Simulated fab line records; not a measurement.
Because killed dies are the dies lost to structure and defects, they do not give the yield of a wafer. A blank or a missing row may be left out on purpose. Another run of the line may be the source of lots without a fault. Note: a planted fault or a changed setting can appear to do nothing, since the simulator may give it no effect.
Chamber matching ; flow n5_finfet ; N5_MOL_CONTACT_COAG_ALD_20 on ald_metal-02 has 4 sister chambers
The step deposits TiN, target thk 1.5 nm, pulse time 1 s, purge time 3 s. 4 wafers are shown with their chamber, then 12 later ones without.

== WAFERS WITH THEIR CHAMBER ==
wafer;chamber;heater_power_w (W)
L084.4;2;852
L087.3;3;767
L090.5;0;958
L090.6;1;791

== WAFERS MISSING THEIR CHAMBER ==
wafer;heater_power_w (W)
L093.3;787
L093.4;799
L093.5;807
L095.4;851
L095.5;798
L095.6;886
L096.2;956
L096.3;801
L096.6;801
L097.1;859
L097.3;812
L097.4;948

== WHICH CHAMBER EACH ONE RAN IN ==
wafer;from the rows above;in truth
L093.3;can't be placed: 1 or 3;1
L093.4;can't be placed: 1 or 3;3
L093.5;can't be placed: 1 or 3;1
L095.4;2;2
L095.5;can't be placed: 1 or 3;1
L095.6;2;2
L096.2;0;0
L096.3;can't be placed: 1 or 3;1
L096.6;can't be placed: 1 or 3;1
L097.1;2;2
L097.3;can't be placed: 1 or 2 or 3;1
L097.4;0;0
5 of 12 placed correctly. Cannot be placed on the basis of these rows: 7; the candidates contain the true chamber in 7. Placed wrongly: 0.
How it was worked out, from the rows above alone: a wafer's distance from a chamber is the root of the sum, over the readings, of the square of ((its reading less the chamber's mean) divided by the reading's scatter). If the next closest chamber is less than 2 further off than the closest, the wafer can't be placed; otherwise it belongs to the closest. The mean given for a chamber averages the wafers shown for that chamber. The scatter: root of mean squared gap, hidden wafer to nearest shown wafer, with one shown wafer a chamber.
